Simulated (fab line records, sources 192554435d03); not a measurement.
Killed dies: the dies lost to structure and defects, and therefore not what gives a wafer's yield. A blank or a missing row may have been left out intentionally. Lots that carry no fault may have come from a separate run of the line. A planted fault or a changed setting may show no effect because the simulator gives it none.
A lot that was struck, set against a sound lot || flow n5_finfet || 16 steps out of a route of 1938
Sound: the wafers L893.1, L893.2, L893.6. Struck: wafer L898.6 (L898.2, L898.5, from the same lot, were not struck and are left out); the cause is given at the end.
For every step that has rows: the tool of each side, followed by ch and its chambers, followed by its first start. Under that, the readings that differ: sound wafers || struck wafers || difference of the means || sigmas: that difference in standard deviations of wafers without a fault.
alike: a reading whose means differ by less than 2 such deviations, as well as words and numbers matching on both sides. not compared: withheld readings; readings where some wafer has no value; bounds like >300 that might hide an equal value; numbers whose values overlap and for which the record gives no deviation.
A row with sigmas, a row that says differs or no value, or rows on one side alone: a step with any of these is where the two part. Numbers that have no deviation but don't overlap get no sigmas and don't part them. A reading missing from all wafers of one side parts the sides only when that side holds two or more wafers.

first, 8 steps without rows for these wafers: N5_SD_EPI_P_COAT_34 (time 60 s, resist thk 350 nm); N5_SD_EPI_P_COAT_35 (time 60 s, resist thk 35 nm); N5_SD_EPI_P_COAT_03 (resist thk 150 nm); N5_SD_EPI_P_EBR_05; N5_SD_EPI_P_SOFTBAKE_04 (time 60 s); N5_SD_EPI_P_EXPOSE_06 (exposes mask SD P BLK, target cd 240 nm); N5_SD_EPI_P_PEB_07 (peb time 60 s); N5_SD_EPI_P_DEVELOP_08 (develop time 30 s).
N5_SD_EPI_P_CD_MEAS_09: the cd target is 240 nm.
  sound on cd_sem-01 ch 0, day 5 13:59; struck on cd_sem-03 ch 0, day 6 21:26
  alike: cd_nm
N5_SD_EPI_P_OVL_MEAS_10:
  sound on overlay-01 ch 0, day 5 14:01; struck on overlay-02 ch 0, day 6 21:28
  alike: SD_P_BLK_OVL
N5_SD_EPI_P_INSPECT_11: inspects for defects (macro).
  struck on defect_inspect-02, day 6 21:29; sound on defect_inspect-01, day 5 14:02
  alike: raw_defect_count
N5_SD_EPI_P_DESCUM_14: chemistry O2, time 7.9 s.
  sound on rie_diel-05 ch 0,1, day 5 14:05; struck on rie_diel-05 ch 0, day 6 21:31
  alike: drypump_motor_current_A, oes_product_au, rf_vpp_V, showerhead_plenum_p_Torr, throttle_valve_pct
  not compared: rf_hours_counter_h
N5_SD_EPI_P_ETCH_36: etches SiARC in CF4, target depth 45.5 nm, time 75.8 s.
  sound on rie_diel-05 ch 0,1, day 5 14:07; struck on rie_diel-05 ch 0, day 6 21:33
{"reading": "bias_w (W)", "sound": "35.98 35.77 36.00", "struck": 34.48, "difference": -1.44, "sigmas": -12}
{"reading": "etch_rf_on_time_s (s)", "sound": "74.3 75.9 73.2", "struck": 76.8, "difference": "+2.3", "sigmas": "+2"}
{"reading": "rf_vpp_V (V)", "sound": "185.2 184.3 185.6", "struck": 181.4, "difference": -3.6, "sigmas": -3}
  alike: drypump_motor_current_A, mfc_ar_sccm, oes_product_au, showerhead_plenum_p_Torr, throttle_valve_pct
  not compared: rf_hours_counter_h
N5_SD_EPI_P_ETCH_37: etches SOC in N2/H2, overetch 108 nm, time 486 s.
  sound on rie_diel-05 ch 0,1, day 5 14:10; struck on rie_diel-05 ch 0, day 6 21:37
{"reading": "rf_vpp_V (V)", "sound": "241.9 241.8 243.3", "struck": 239.4, "difference": -2.9, "sigmas": -2}
  alike: bias_w, drypump_motor_current_A, oes_product_au, showerhead_plenum_p_Torr, throttle_valve_pct
  not compared: rf_hours_counter_h
-- a jump in the record: the struck wafers' starts before and after are 5 days apart (it breaks off in module SD_EPI_P and resumes in module BEOL_M4, where the first step shown is number 1111 of the route) --
N5_BEOL_M4_RC_MEAS_101:
  sound on prober-01 ch 0, day 10 11:46; struck on prober-02 ch 0, day 11 20:58
  alike: DIBL_N, DIBL_P, IOFF_N, IOFF_P, ION_N, ION_P, SS_N, SS_P, VT_N, VT_P
-- the record jumps here: 4 days lie between the struck wafers' starts before and after (it left off in module BEOL_M4 and takes up again in module PASSIVATION, whose first step shown is number 1936 of the route) --
N5_PASSIVATION_PROBE_49:
  struck on prober-01, day 16 01:58; sound on prober-02, day 15 01:04
{"reading": "killed_at_other", "sound": "2 0 2", "struck": 7, "difference": "+6", "sigmas": "+2"}
{"reading": "killed_short", "sound": "30 11 25", "struck": 40, "difference": "+18", "sigmas": "+3"}
  alike: defect_limited_yield, killed_at_M0_to_M3, killed_at_M4_up, killed_at_contacts, killed_at_front_end, killed_dies, killed_open, sort_bin_5_function, sort_bin_6_memory, sort_bin_8_speed, sort_n_pass, sort_yield_pct

WHERE THEY PART
First at N5_SD_EPI_P_ETCH_36; last, within this record, at N5_PASSIVATION_PROBE_49.

WHY: the cause the simulator had injected
rie_diel-05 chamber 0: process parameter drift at N5_SD_EPI_P_ETCH_36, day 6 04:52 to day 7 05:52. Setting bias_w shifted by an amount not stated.
